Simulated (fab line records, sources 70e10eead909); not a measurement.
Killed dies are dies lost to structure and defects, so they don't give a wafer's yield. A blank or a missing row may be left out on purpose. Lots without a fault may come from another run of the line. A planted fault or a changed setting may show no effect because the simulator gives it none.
fab line records | flow nand_harc
record lots=5 wafers=15 last_day=33
route steps=1302 shown A_ONON_D2@556 A_CHANNEL_HOLE_D2@570
lots that met no fault: from a run of the same line without faults
start_h: hours from the record's first day to the start of the lot's first wafer shown | wait_h: hours since the lot's step before | " the same as in the row above | L1.1+2: a row that stands for several wafers | - no value, or no start given | * or withheld: withheld | < > ~ a bound
route shown NAME@n: a module of which the file shows steps, and the number in the route of the first | usual: mean/standard deviation of fault-free wafers | same: alike in all rows | chamber/n: place in a boat | sites: the reading at each site | _std_site: their standard deviation | _edge_site: outer sites' mean less inner sites' | radius_mm: how far each site lies from the wafer's centre | mask NAME#n: copy n | behind: the tool/chamber that last shaped the wafer | hold: why the lot was held/for how many hours/how that ended | device: the transistor (n, p or np) that didn't switch | end of line: the same wafers' tests at the end of the route | a step without rows: its recipe alone | killed: dies lost to structure and defects at the first sort, not the wafer's yield | map: a wafer's dies, x killed, . not, _ none there
set.NAME: the setting as run; set.NAME@STEP: as run at that earlier step | model.NAME: the simulator's own value behind a step, which no gauge read
lots at some steps of the route; a table a step, a row a wafer
services: from which hour (start_h, from the record's first day; less than 0 if before it) a tool's chamber was out of use, for how many hours, and why
## steps
# step NHARC_A_ONON_D2_DEP_16
# recipe target_thk_a=10000 n2_flow_sccm=2750 n2o_flow_sccm=2000 nh3_flow_sccm=500 sih4_flow_sccm=210 temp_c=400
# columns lot.wafer tool chamber start_h wait_h
L075.1+3+4 pecvd_onon-02 0 297.96 0.4
L076.1+3+4 pecvd_onon-04 0 303.50 0.4
L079.4+5+6 pecvd_onon-04 0 328.34 0.8
L089.2+4+5 pecvd_onon-04 0 441.39 0.4
L097.3+4+6 pecvd_onon-04 0 515.86 0.5
# step NHARC_A_ONON_D2_THK_MEAS_18
# recipe thk_meas_gauge=ellipsometry
# usual thk_nm=997/9.6
# columns lot.wafer tool chamber start_h wait_h thk_nm
L075.1 film_metro-02 - 298.48 - 974
L075.3 " - " " 975
L075.4 " - " " 973
L076.1 film_metro-02 - 304.01 - 1015
L076.3 " - " " 1014
L076.4 " - " " 1014
L079.4 film_metro-02 - 328.67 - 995
L079.5 " - " " 997
L079.6 " - " " 997
L089.2 film_metro-02 - 441.84 - 1003
L089.4 " - " " 1003
L089.5 " - " " 1002
L097.3 film_metro-01 - 516.26 - 994
L097.4 " - " " 993
L097.6 " - " " 993
# step NHARC_A_ONON_D2_DEP_19
# recipe target_thk_a=10000 n2_flow_sccm=2750 n2o_flow_sccm=2000 nh3_flow_sccm=500 sih4_flow_sccm=210 temp_c=400
# columns lot.wafer tool chamber start_h wait_h
L075.1+3+4 pecvd_onon-01 0 298.53 0.1
L076.1+3+4 pecvd_onon-01 0 304.07 0.1
L079.4+5+6 pecvd_onon-01 0 328.90 0.2
L089.2+4+5 pecvd_onon-02 0 441.96 0.1
L097.3+4+6 pecvd_onon-01 0 516.43 0.2
# step NHARC_A_ONON_D2_THK_MEAS_21
# recipe thk_meas_gauge=ellipsometry
# usual thk_nm=1002/9
# columns lot.wafer tool chamber start_h wait_h thk_nm
L075.1 film_metro-01 - 299.04 - 1014
L075.3 " - " " 1015
L075.4 " - " " 1015
L076.1 film_metro-01 - 304.58 - 984
L076.3 " - " " 983
L076.4 " - " " 985
L079.4 film_metro-02 - 329.24 - 996
L079.5 " - " " 998
L079.6 " - " " 996
L089.2 film_metro-02 - 442.41 - 1016
L089.4 " - " " 1014
L089.5 " - " " 1015
L097.3 film_metro-01 - 516.82 - 1007
L097.4 " - " " 1007
L097.6 " - " " 1006
# step NHARC_A_ONON_D2_DEP_22
# recipe target_thk_a=10000 n2_flow_sccm=2750 n2o_flow_sccm=2000 nh3_flow_sccm=500 sih4_flow_sccm=210 temp_c=400
# columns lot.wafer tool chamber start_h wait_h
L075.1+3+4 pecvd_onon-04 0 299.09 0.1
L076.1+3+4 pecvd_onon-02 0 304.63 0.1
L079.4+5+6 pecvd_onon-02 0 329.47 0.2
L089.2+4+5 pecvd_onon-01 0 442.52 0.1
L097.3+4+6 pecvd_onon-04 0 516.99 0.2
# step NHARC_A_ONON_D2_THK_MEAS_24
# recipe thk_meas_gauge=ellipsometry
# usual thk_nm=1001/9.1
# columns lot.wafer tool chamber start_h wait_h thk_nm
L075.1 film_metro-02 - 299.60 - 997
L075.3 " - " " 996
L075.4 " - " " 998
L076.1 film_metro-02 - 305.14 - 1006
L076.3 " - " " 1005
L076.4 " - " " 1004
L079.4 film_metro-02 - 329.81 - 996
L079.5 " - " " 996
L079.6 " - " " 999
L089.2 film_metro-01 - 442.98 - 1010
L089.4 " - " " 1010
L089.5 " - " " 1007
L097.3 film_metro-01 - 517.39 - 999
L097.4 " - " " 999
L097.6 " - " " 1000
# step NHARC_A_ONON_D2_DEP_25
# recipe target_thk_a=10000 n2_flow_sccm=2750 n2o_flow_sccm=2000 nh3_flow_sccm=500 sih4_flow_sccm=210 temp_c=400
# columns lot.wafer tool chamber start_h wait_h
L075.1+3+4 pecvd_onon-02 0 299.65 0.1
L076.1+3+4 pecvd_onon-04 0 305.20 0.1
L079.4+5+6 pecvd_onon-04 0 330.04 0.2
L089.2+4+5 pecvd_onon-04 0 443.09 0.1
L097.3+4+6 pecvd_onon-01 0 517.56 0.2
# step NHARC_A_ONON_D2_THK_MEAS_27
# recipe thk_meas_gauge=ellipsometry
# usual thk_nm=996/11
# columns lot.wafer tool chamber start_h wait_h thk_nm
L075.1 film_metro-01 - 300.16 - 999
L075.3 " - " " 999
L075.4 " - " " 1000
L076.1 film_metro-01 - 305.71 - 1005
L076.3 " - " " 1004
L076.4 " - " " 1007
L079.4 film_metro-02 - 330.38 - 1018
L079.5 " - " " 1018
L079.6 " - " " 1017
L089.2 film_metro-02 - 443.54 - 1011
L089.4 " - " " 1012
L089.5 " - " " 1012
L097.3 film_metro-01 - 517.95 - 1005
L097.4 " - " " 1006
L097.6 " - " " 1005
# step NHARC_A_ONON_D2_DEP_28
# recipe target_thk_a=10000 n2_flow_sccm=2750 n2o_flow_sccm=2000 nh3_flow_sccm=500 sih4_flow_sccm=210 temp_c=400
# columns lot.wafer tool chamber start_h wait_h
L075.1+3+4 pecvd_onon-01 0 300.21 0.1
L076.1+3+4 pecvd_onon-02 0 305.76 0.1
L079.4+5+6 pecvd_onon-04 0 330.61 0.2
L089.2+4+5 pecvd_onon-02 0 443.65 0.1
L097.3+4+6 pecvd_onon-04 0 518.13 0.2
# step NHARC_A_ONON_D2_THK_MEAS_30
# recipe thk_meas_gauge=ellipsometry
# usual thk_nm=1001/7.8
# columns lot.wafer tool chamber start_h wait_h thk_nm
L075.1 film_metro-02 - 300.73 - 1004
L075.3 " - " " 1006
L075.4 " - " " 1006
L076.1 film_metro-02 - 306.27 - 1010
L076.3 " - " " 1009
L076.4 " - " " 1009
L079.4 film_metro-02 - 330.95 - 989
L079.5 " - " " 992
L079.6 " - " " 991
L089.2 film_metro-02 - 444.11 - 1004
L089.4 " - " " 1002
L089.5 " - " " 1002
L097.3 film_metro-01 - 518.52 - 995
L097.4 " - " " 997
L097.6 " - " " 998
# step NHARC_A_ONON_D2_DEP_33
# recipe target_thk_a=2000 temp_c=400 pressure_torr=6.5 rf_w=900 teos_flow_sccm=161.4 flow_sccm=2650 target_thk_nm=200 gas=O2 material=SiO2
# usual heater_power_w=546/99 throttle_valve_pct=15.9/0.4
# columns lot.wafer tool chamber start_h wait_h heater_power_w throttle_valve_pct
L075.1 pecvd-01 0 301.07 0.3 794 16.4
L075.3 " 1 " " 558 15.9
L075.4 " 0 " " 608 16.3
L076.3 pecvd-03 0 306.33 0.1 467 15.5
L076.1 " 1 " " 650 16.3
L076.4 " 0 " " 333 15.4
L079.4 pecvd-01 1 331.21 0.3 536 16.2
L079.5 " 0 " " 676 16.0
L079.6 " 1 " " 531 15.8
L089.2 pecvd-01 2 444.26 0.1 425 15.3
L089.4 " 1 " " 528 16.1
L089.5 " 2 " " 429 15.6
L097.3 pecvd-01 2 518.62 0.1 442 15.5
L097.4 " 1 " " 542 15.5
L097.6 " 0 " " 668 15.8
# step NHARC_A_ONON_D2_THK_MEAS_34
# recipe thk_meas_gauge=ellipsometry
# usual thk_nm=202/3.2
# columns lot.wafer tool chamber start_h wait_h thk_nm
L075.1 film_metro-02 - 301.56 0.4 195
L075.3 " - " " 203
L075.4 " - " " 199
L076.1 film_metro-02 - 306.73 - 201
L076.3 " - " " 201
L076.4 " - " " 208
L079.4 film_metro-02 - 331.55 0.3 204
L079.5 " - " " 204
L079.6 " - " " 205
L089.2 film_metro-02 - 444.58 - 202
L089.4 " - " " 203
L089.5 " - " " 204
L097.3 film_metro-02 - 518.99 - 200
L097.4 " - " " 207
L097.6 " - " " 205
# step NHARC_A_ONON_D2_INSPECT_32
# usual raw_defect_count=397/150
# columns lot.wafer tool chamber start_h wait_h raw_defect_count
L075.1 defect_inspect-02 - 301.64 0.0 412
L075.3 " - " " 366
L075.4 " - " " 405
L076.1 defect_inspect-02 - 306.79 0.0 437
L076.3 " - " " 484
L076.4 " - " " 202
L079.4 defect_inspect-01 - 331.64 0.0 259
L079.5 " - " " 231
L079.6 " - " " 290
L089.2 defect_inspect-02 - 444.67 0.0 286
L089.4 " - " " 423
L089.5 " - " " 248
L097.3 defect_inspect-01 - 519.05 0.0 248
L097.4 " - " " 282
L097.6 " - " " 330
# step NHARC_A_CHANNEL_HOLE_D2_DEP_00
# recipe target_thk_a=31000 temp_c=400 material=aC
# usual throttle_valve_pct=35.002/0.0084
# columns lot.wafer tool chamber start_h wait_h throttle_valve_pct
L075.1 acl_dep-02 0 306.02 4.4 34.994
L075.3 " 0 " " 34.998
L075.4 " 0 " " 35.010
L076.1 acl_dep-02 0 307.93 1.1 34.992
L076.3 " 0 " " 35.015
L076.4 " 0 " " 34.992
L079.4 acl_dep-01 0 334.11 2.5 35.011
L079.5 " 0 " " 34.992
L079.6 " 0 " " 34.998
L089.2 acl_dep-03 0 446.40 1.7 35.000
L089.4 " 0 " " 35.000
L089.5 " 0 " " 35.014
L097.3 acl_dep-01 0 519.76 0.7 35.008
L097.4 " 0 " " 34.987
L097.6 " 0 " " 34.991
# step NHARC_A_CHANNEL_HOLE_D2_DEP_01
# recipe target_thk_a=1400 target_thk_nm=140 temp_c=400 pressure_torr=3.5 flow_sccm=200 rf_w=350 material=SiON
# usual heater_power_w=767/73
# columns lot.wafer tool chamber start_h wait_h heater_power_w
L075.3 pecvd-02 2 307.95 1.0 738
L075.1 " 1 " " 700
L075.4 " 1 " " 691
L076.1 pecvd-02 0 309.89 1.6 675
L076.3 " 1 " " 808
L076.4 " 0 " " 711
L079.5 pecvd-02 1 335.19 0.4 793
L079.6 " 2 " " 731
L079.4 " 0 " " 687
L089.2 pecvd-02 0 448.05 1.3 815
L089.5 " 0 " " 851
L089.4 " 1 " " 807
L097.3 pecvd-01 0 521.05 1.0 829
L097.6 " 0 " " 832
L097.4 " 2 " " 771
# step NHARC_A_CHANNEL_HOLE_D2_DEHYDRATE_02
# recipe temp_c=150 time_s=120
# usual resist_line_temp_C=23.02/0.085
# columns lot.wafer tool chamber start_h wait_h resist_line_temp_C
L075.1 litho_track-06 0 308.22 0.2 22.96
L075.3 " 0 " " 22.92
L075.4 " 0 " " 23.08
L076.1 litho_track-04 0 310.13 0.2 22.95
L076.3 " 0 " " 22.92
L076.4 " 0 " " 22.84
L079.4 litho_track-06 0 335.37 0.1 23.01
L079.5 " 0 " " 22.97
L079.6 " 0 " " 23.00
L089.2 litho_track-06 0 448.29 0.2 23.03
L089.4 " 0 " " 22.91
L089.5 " 0 " " 23.03
L097.3 litho_track-06 0 521.32 0.2 22.92
L097.4 " 0 " " 22.95
L097.6 " 0 " " 23.01
# step NHARC_A_CHANNEL_HOLE_D2_HMDS_03
# recipe time_s=30
# usual resist_line_temp_C=22.98/0.11
# columns lot.wafer tool chamber start_h wait_h resist_line_temp_C
L075.1 litho_track-06 0 - - 22.89
L075.3 " 0 " " 22.94
L075.4 " 0 " " 22.85
L076.1 litho_track-04 0 - - 23.06
L076.3 " 0 " " 22.88
L076.4 " 0 " " 23.10
L079.4 litho_track-06 0 - - 23.16
L079.5 " 0 " " 22.93
L079.6 " 0 " " 22.92
L089.2 litho_track-06 0 - - 23.25
L089.4 " 0 " " 23.05
L089.5 " 0 " " 23.26
L097.3 litho_track-06 0 - - 22.99
L097.4 " 0 " " 22.97
L097.6 " 0 " " 22.86
# step NHARC_A_CHANNEL_HOLE_D2_COAT_36
# recipe temp_c=260 time_s=75
# usual resist_line_temp_C=23.01/0.11
# columns lot.wafer tool chamber start_h wait_h resist_line_temp_C
L075.1 litho_track-06 0 - - 22.99
L075.3 " 0 " " 22.92
L075.4 " 0 " " 22.98
L076.1 litho_track-04 0 - - 22.94
L076.3 " 0 " " 23.22
L076.4 " 0 " " 22.96
L079.4 litho_track-06 0 - - 23.22
L079.5 " 0 " " 22.91
L079.6 " 0 " " 22.96
L089.2 litho_track-06 0 - - 22.91
L089.4 " 0 " " 23.08
L089.5 " 0 " " 22.99
L097.3 litho_track-06 0 - - 22.92
L097.4 " 0 " " 22.94
L097.6 " 0 " " 22.89
# step NHARC_A_CHANNEL_HOLE_D2_COAT_37
# recipe temp_c=225 time_s=65
# usual resist_line_temp_C=22.98/0.095
# columns lot.wafer tool chamber start_h wait_h resist_line_temp_C
L075.1 litho_track-06 0 - - 23.03
L075.3 " 0 " " 23.03
L075.4 " 0 " " 22.95
L076.1 litho_track-04 0 - - 23.07
L076.3 " 0 " " 23.08
L076.4 " 0 " " 22.96
L079.4 litho_track-06 0 - - 22.99
L079.5 " 0 " " 23.01
L079.6 " 0 " " 22.92
L089.2 litho_track-06 0 - - 23.01
L089.4 " 0 " " 23.20
L089.5 " 0 " " 23.13
L097.3 litho_track-06 0 - - 23.12
L097.4 " 0 " " 22.96
L097.6 " 0 " " 23.17
# step NHARC_A_CHANNEL_HOLE_D2_COAT_04
# recipe spin_rpm=1500 resist_thk_nm=90
# usual resist_line_temp_C=22.98/0.1
# columns lot.wafer tool chamber start_h wait_h resist_line_temp_C
L075.1 litho_track-06 0 - - 23.13
L075.3 " 0 " " 23.03
L075.4 " 0 " " 23.00
L076.1 litho_track-04 0 - - 23.11
L076.3 " 0 " " 23.02
L076.4 " 0 " " 23.01
L079.4 litho_track-06 0 - - 23.11
L079.5 " 0 " " 22.98
L079.6 " 0 " " 22.95
L089.2 litho_track-06 0 - - 23.04
L089.4 " 0 " " 22.78
L089.5 " 0 " " 22.93
L097.3 litho_track-06 0 - - 22.99
L097.4 " 0 " " 23.08
L097.6 " 0 " " 22.89
# step NHARC_A_CHANNEL_HOLE_D2_SOFTBAKE_05
# recipe temp_c=105 time_s=55
# usual resist_line_temp_C=23.01/0.1
# columns lot.wafer tool chamber start_h wait_h resist_line_temp_C
L075.1 litho_track-06 0 - - 22.94
L075.3 " 0 " " 22.93
L075.4 " 0 " " 22.97
L076.1 litho_track-04 0 - - 23.20
L076.3 " 0 " " 23.03
L076.4 " 0 " " 22.97
L079.4 litho_track-06 0 - - 22.97
L079.5 " 0 " " 22.77
L079.6 " 0 " " 22.83
L089.2 litho_track-06 0 - - 22.96
L089.4 " 0 " " 23.05
L089.5 " 0 " " 23.07
L097.3 litho_track-06 0 - - 22.97
L097.4 " 0 " " 22.85
L097.6 " 0 " " 22.91
# step NHARC_A_CHANNEL_HOLE_D2_EBR_06
# usual resist_line_temp_C=23.01/0.12
# columns lot.wafer tool chamber start_h wait_h resist_line_temp_C
L075.1 litho_track-06 0 - - 22.86
L075.3 " 0 " " 23.04
L075.4 " 0 " " 22.93
L076.1 litho_track-04 0 - - 22.97
L076.3 " 0 " " 23.05
L076.4 " 0 " " 22.96
L079.4 litho_track-06 0 - - 22.95
L079.5 " 0 " " 22.80
L079.6 " 0 " " 22.95
L089.2 litho_track-06 0 - - 23.00
L089.4 " 0 " " 22.98
L089.5 " 0 " " 22.88
L097.3 litho_track-06 0 - - 22.95
L097.4 " 0 " " 23.15
L097.6 " 0 " " 23.01
# step NHARC_A_CHANNEL_HOLE_D2_EXPOSE_07
# recipe na=1.35 target_cd_nm=100 sigma_outer=0.3 dose_mj=59.65 mask_id=HOLE_D2
# usual focus_offset_nm=0.0/0.56
# columns lot.wafer tool chamber start_h wait_h mask focus_offset_nm
L075.1 arfi_scanner-01 0 308.53 - HOLE_D2#0 0.0
L075.3 " 0 " " HOLE_D2#0 0.8
L075.4 " 0 " " HOLE_D2#0 0.3
L076.1 arfi_scanner-03 0 310.44 - HOLE_D2#0 0.0
L076.3 " 0 " " HOLE_D2#0 -0.1
L076.4 " 0 " " HOLE_D2#0 0.5
L079.4 arfi_scanner-03 0 335.57 - HOLE_D2#0 -0.5
L079.5 " 0 " " HOLE_D2#0 0.3
L079.6 " 0 " " HOLE_D2#0 0.2
L089.2 arfi_scanner-03 0 448.48 - HOLE_D2#0 -0.8
L089.4 " 0 " " HOLE_D2#0 -0.5
L089.5 " 0 " " HOLE_D2#0 0.7
L097.3 arfi_scanner-03 0 521.64 - HOLE_D2#0 -0.6
L097.4 " 0 " " HOLE_D2#0 0.2
L097.6 " 0 " " HOLE_D2#0 0.2
# step NHARC_A_CHANNEL_HOLE_D2_PEB_08
# recipe peb_temp_c=100 peb_time_s=65
# usual resist_line_temp_C=22.99/0.11
# columns lot.wafer tool chamber start_h wait_h resist_line_temp_C
L075.1 litho_track-01 0 308.59 0.1 23.01
L075.3 " 0 " " 23.11
L075.4 " 0 " " 22.82
L076.1 litho_track-06 0 310.50 0.1 23.23
L076.3 " 0 " " 22.94
L076.4 " 0 " " 23.05
L079.4 litho_track-04 0 335.62 0.0 22.90
L079.5 " 0 " " 23.11
L079.6 " 0 " " 23.09
L089.2 litho_track-04 0 448.54 0.1 22.99
L089.4 " 0 " " 23.01
L089.5 " 0 " " 22.93
L097.3 litho_track-01 0 521.70 0.0 22.94
L097.4 " 0 " " 23.14
L097.6 " 0 " " 23.12
# step NHARC_A_CHANNEL_HOLE_D2_DEVELOP_09
# recipe develop_time_s=35 dev_temp_c=23
# usual resist_line_temp_C=23.01/0.11
# columns lot.wafer tool chamber start_h wait_h resist_line_temp_C
L075.1 litho_track-01 0 - - 23.01
L075.3 " 0 " " 23.06
L075.4 " 0 " " 23.02
L076.1 litho_track-06 0 - - 22.89
L076.3 " 0 " " 22.85
L076.4 " 0 " " 22.79
L079.4 litho_track-04 0 - - 22.99
L079.5 " 0 " " 22.96
L079.6 " 0 " " 23.14
L089.2 litho_track-04 0 - - 23.12
L089.4 " 0 " " 23.15
L089.5 " 0 " " 23.12
L097.3 litho_track-01 0 - - 23.13
L097.4 " 0 " " 23.11
L097.6 " 0 " " 23.01
# step NHARC_A_CHANNEL_HOLE_D2_CD_MEAS_10
# recipe target_cd_nm=100 landing_energy_ev=500
# usual cd_nm=99.9/0.55
# columns lot.wafer tool chamber start_h wait_h cd_nm
L075.1 cd_sem-03 0 308.67 - 99.5
L075.3 " 0 " " 99.7
L075.4 " 0 " " 100.5
L076.1 cd_sem-01 0 310.58 - 99.7
L076.3 " 0 " " 100.3
L076.4 " 0 " " 100.0
L079.4 cd_sem-03 0 335.70 - 101.1
L079.5 " 0 " " 100.0
L079.6 " 0 " " 101.0
L089.2 cd_sem-02 0 448.62 - 101.0
L089.4 " 0 " " 99.7
L089.5 " 0 " " 100.2
L097.3 cd_sem-02 0 521.78 - 99.9
L097.4 " 0 " " 99.5
L097.6 " 0 " " 100.9
# step NHARC_A_CHANNEL_HOLE_D2_OVL_MEAS_11
# usual overlay_x_nm=-0.1/0.8 overlay_y_nm=-0.1/0.99
# columns lot.wafer tool chamber start_h wait_h overlay_x_nm overlay_y_nm
L075.1 overlay-02 - 308.75 - 1.1 -0.3
L075.3 " - " " 1.2 -0.5
L075.4 " - " " 1.1 -0.5
L076.1 overlay-01 - 310.67 - -0.4 -0.2
L076.3 " - " " 0.8 0.3
L076.4 " - " " 0.2 0.4
L079.4 overlay-01 - 335.79 - 1.2 0.3
L079.5 " - " " 1.0 0.9
L079.6 " - " " 1.2 1.4
L089.2 overlay-01 - 448.71 - -1.5 -0.1
L089.4 " - " " -1.1 -0.4
L089.5 " - " " -1.5 -0.5
L097.3 overlay-02 - 521.86 - -0.1 -1.1
L097.4 " - " " 0.2 -1.5
L097.6 " - " " -0.1 -1.2
# step NHARC_A_CHANNEL_HOLE_D2_INSPECT_12
# usual raw_defect_count=35/23
# columns lot.wafer tool chamber start_h wait_h raw_defect_count
L075.1 defect_inspect-02 - 308.79 0.0 43
L075.3 " - " " 63
L075.4 " - " " 52
L076.1 defect_inspect-01 - 310.70 0.0 3
L076.3 " - " " 3
L076.4 " - " " 5
L079.4 defect_inspect-02 - 335.82 0.0 6
L079.5 " - " " 11
L079.6 " - " " 5
L089.2 defect_inspect-01 - 448.74 0.0 46
L089.4 " - " " 58
L089.5 " - " " 60
L097.3 defect_inspect-01 - 521.90 0.0 5
L097.4 " - " " 5
L097.6 " - " " 4
# step NHARC_A_CHANNEL_HOLE_D2_DESCUM_15
# recipe time_s=3 o2_flow_sccm=200 ar_flow_sccm=0 bias_power_w=0 chemistry=O2
# usual chamber_pressure_mTorr=60.00/0.049 drypump_motor_current_A=5.7/0.3 oes_product_au=0.997/0.011 rf_vpp_V=57.8/0.93 showerhead_plenum_p_Torr=1.93/0.082 throttle_valve_pct=11.312/0.0092
# columns lot.wafer tool chamber start_h wait_h chamber_pressure_mTorr drypump_motor_current_A oes_product_au rf_hours_counter_h rf_vpp_V showerhead_plenum_p_Torr throttle_valve_pct
L075.3 rie_diel-10 1 308.86 0.1 60.06 5.6 0.993 2.3 57.8 1.88 11.308
L075.4 " 2 " " 60.06 5.7 0.977 2.5 59.3 1.91 11.311
L075.1 " 3 " " 60.00 5.4 0.980 2.5 59.1 2.05 11.322
L076.1 rie_diel-10 3 310.77 0.1 59.95 5.4 0.984 3.1 57.9 2.05 11.307
L076.4 " 1 " " 60.04 5.6 0.990 2.8 58.8 1.88 11.324
L076.3 " 2 " " 60.01 5.7 0.989 2.9 58.4 1.91 11.298
L079.4 rie_diel-11 2 335.88 0.1 59.97 5.9 1.005 2.0 56.3 1.85 11.318
L079.6 " 2 " " 59.96 5.9 1.012 - 55.8 1.85 11.310
L079.5 " 3 " " 60.03 5.6 1.007 - 58.5 1.87 11.312
L089.2 rie_diel-10 2 448.81 0.1 59.98 5.7 0.984 1.1 57.6 1.91 11.323
L089.4 " 0 " " 60.01 5.8 0.992 0.7 57.6 2.04 11.305
L089.5 " 1 " " 59.98 5.6 0.992 - 58.0 1.88 11.308
L097.3 rie_diel-10 2 521.97 0.1 60.02 5.7 0.989 4.7 56.5 1.91 11.322
L097.4 " 3 " " 60.00 5.4 0.997 5.0 57.8 2.05 11.319
L097.6 " 2 " " 59.84 5.7 0.993 - 56.9 1.91 11.325
# step NHARC_A_CHANNEL_HOLE_D2_ETCH_38
# recipe target_depth_a=390 over_etch_frac=0.3 time_s=65 ion_energy_ev=80 cf4_flow_sccm=150 ar_flow_sccm=0 rf_w=300 bias_w=100 chemistry=CF4
# usual chamber_pressure_mTorr=50.01/0.044 drypump_motor_current_A=5.66/0.29 oes_product_au=0.998/0.011 rf_vpp_V=151.4/1.2 showerhead_plenum_p_Torr=1.78/0.07 throttle_valve_pct=13.285/0.0098
# columns lot.wafer tool chamber start_h wait_h chamber_pressure_mTorr drypump_motor_current_A oes_product_au rf_hours_counter_h rf_vpp_V showerhead_plenum_p_Torr throttle_valve_pct
L075.4 rie_diel-10 1 308.94 0.1 50.04 5.64 1.004 2.3 151.5 1.74 13.275
L075.3 " 2 " " 50.01 5.70 0.992 2.5 151.0 1.77 13.271
L075.1 " 0 " " 49.98 5.77 1.002 2.2 152.0 1.88 13.261
L076.3 rie_diel-10 0 310.86 0.1 50.00 5.77 0.998 2.9 151.9 1.88 13.277
L076.1 " 1 " " 50.02 5.63 0.993 2.8 150.2 1.74 13.277
L076.4 " 2 " " 50.10 5.76 0.981 2.9 151.9 1.77 13.294
L079.4 rie_diel-11 1 335.96 0.1 50.03 6.23 1.005 1.4 149.9 1.70 13.280
L079.5 " 1 " " 50.05 6.22 0.997 - 148.7 1.70 13.280
L079.6 " 2 " " 50.02 5.89 1.016 - 150.8 1.71 13.294
L089.4 rie_diel-10 1 448.89 0.1 50.06 5.63 0.992 0.8 151.0 1.74 13.307
L089.2 " 3 " " 50.00 5.33 0.987 1.0 153.7 1.89 13.291
L089.5 " 1 " " 49.98 5.61 1.000 - 152.3 1.74 13.283
L097.3 rie_diel-10 2 522.04 0.1 50.01 5.73 1.000 4.8 152.3 1.76 13.291
L097.4 " 3 " " 50.00 5.40 0.994 5.0 151.6 1.88 13.270
L097.6 " 3 " " 50.01 5.39 0.985 - 153.4 1.88 13.285
# step NHARC_A_CHANNEL_HOLE_D2_ETCH_39
# recipe target_depth_a=2600 over_etch_frac=0.3 time_s=325 ion_energy_ev=200 n2_flow_sccm=150 h2_flow_sccm=150 ar_flow_sccm=0 rf_w=400 bias_w=150 chemistry=N2/H2
# usual chamber_pressure_mTorr=29.999/0.027 drypump_motor_current_A=5.69/0.29 h2_flow_sccm=150.0/0.51 oes_product_au=0.997/0.012 rf_vpp_V=431.0/2.6 showerhead_plenum_p_Torr=2.06/0.087 throttle_valve_pct=14.172/0.0084
# columns lot.wafer tool chamber start_h wait_h chamber_pressure_mTorr drypump_motor_current_A h2_flow_sccm oes_product_au rf_hours_counter_h rf_vpp_V showerhead_plenum_p_Torr throttle_valve_pct
L075.3 rie_diel-10 0 - - 29.991 5.76 150.1 0.996 2.3 433.7 2.18 14.172
L075.1 " 1 " " 30.032 5.63 149.2 0.987 2.4 429.1 2.00 14.165
L075.4 " 2 " " 29.955 5.68 150.2 0.976 2.6 430.5 2.04 14.161
L076.4 rie_diel-10 3 - - 29.984 5.43 150.0 0.984 3.1 434.0 2.19 14.174
L076.3 " 0 " " 30.023 5.75 149.6 1.013 3.0 432.9 2.18 14.168
L076.1 " 2 " " 30.049 5.69 150.6 0.991 3.0 430.4 2.04 14.174
L079.4 rie_diel-11 1 - - 29.999 6.24 150.2 0.998 1.5 428.5 1.95 14.166
L079.6 " 0 " " 29.985 5.95 150.2 1.004 - 430.6 2.11 14.169
L079.5 " 1 " " 30.011 6.23 150.9 1.003 - 428.2 1.95 14.171
L089.2 rie_diel-10 1 - - 30.010 5.64 149.3 0.987 0.9 427.9 2.00 14.178
L089.4 " 2 " " 29.949 5.70 150.3 0.977 1.2 429.6 2.03 14.174
L089.5 " 3 " " 30.017 5.42 150.2 0.993 - 434.7 2.19 14.163
L097.3 rie_diel-10 2 - - 30.026 5.68 149.5 0.998 4.8 431.2 2.03 14.187
L097.4 " 1 " " 29.959 5.63 149.7 0.983 5.2 430.8 2.00 14.178
L097.6 " 3 " " 30.002 5.37 150.8 1.003 - 435.2 2.19 14.180
# step NHARC_A_CHANNEL_HOLE_D2_ETCH_34
# recipe target_depth_a=1540 time_s=77 cf4_flow_sccm=100 chf3_flow_sccm=30 ar_flow_sccm=0 rf_w=500 bias_w=200 chemistry=CF4/CHF3
# usual chamber_pressure_mTorr=25.002/0.023 drypump_motor_current_A=5.7/0.3 oes_product_au=0.965/0.016 rf_vpp_V=371.0/2.3 showerhead_plenum_p_Torr=1.59/0.065 throttle_valve_pct=16.802/0.0099
# columns lot.wafer tool chamber start_h wait_h chamber_pressure_mTorr drypump_motor_current_A oes_product_au rf_hours_counter_h rf_vpp_V showerhead_plenum_p_Torr throttle_valve_pct
L075.1 rie_diel-10 3 - - 25.021 5.4 0.959 2.6 374.7 1.68 16.821
L075.3 " 1 " " 24.989 5.6 0.955 2.5 370.9 1.55 16.796
L075.4 " 2 " " 24.992 5.7 0.972 2.7 370.5 1.57 16.794
L076.1 rie_diel-10 0 - - 25.041 5.7 0.952 3.2 374.7 1.67 16.799
L076.3 " 1 " " 25.002 5.6 0.976 2.9 368.5 1.55 16.808
L076.4 " 2 " " 25.000 5.7 0.957 3.0 370.7 1.57 16.804
L079.4 rie_diel-11 1 - - 24.989 6.2 0.982 1.6 368.4 1.51 16.804
L079.5 " 1 " " 25.013 6.2 0.975 - 367.3 1.51 16.789
L079.6 " 2 " " 24.969 5.9 0.967 - 367.4 1.52 16.796
L089.2 rie_diel-10 0 - - 25.029 5.8 0.967 0.9 373.6 1.67 16.828
L089.4 " 2 " " 24.987 5.6 0.944 1.2 370.5 1.57 16.807
L089.5 " 3 " " 24.978 5.4 0.970 - 373.7 1.68 16.805
L097.3 rie_diel-10 3 - - 25.019 5.4 0.961 5.2 374.9 1.68 16.789
L097.4 " 0 " " 25.017 5.8 0.968 4.9 372.9 1.67 16.797
L097.6 " 3 " " 25.027 5.4 0.971 - 373.0 1.68 16.803
## services
# columns tool chamber start_h hours kind
pecvd-01 - 276.26 1.3 repair
pecvd-01 1 278.56 8.9 repair
rie_diel-11 - 285.45 9.0 pm
rie_diel-11 0 294.91 5.9 repair
pecvd_onon-04 - 311.00 13.0 pm
pecvd-01 - 311.14 13.0 pm
litho_track-01 - 330.00 7.0 pm
pecvd-01 - 335.16 6.4 repair
arfi_scanner-03 - 346.55 1.0 repair
litho_track-06 - 354.00 7.0 pm
pecvd_onon-02 - 366.14 13.0 pm
arfi_scanner-03 - 368.00 4.0 pm
litho_track-04 - 378.00 7.0 pm
pecvd-02 - 408.14 13.0 pm
rie_diel-11 1 409.32 2.6 repair
rie_diel-10 - 419.63 9.0 pm
pecvd-01 - 437.87 0.3 repair
pecvd_onon-01 - 450.00 13.0 pm
arfi_scanner-03 - 462.14 0.9 repair
rie_diel-11 - 462.45 9.0 pm
rie_diel-10 3 474.68 4.6 repair
pecvd_onon-04 - 492.00 13.0 pm
pecvd-01 - 492.21 13.0 pm
rie_diel-10 0 493.24 15.1 repair
## key
fault none
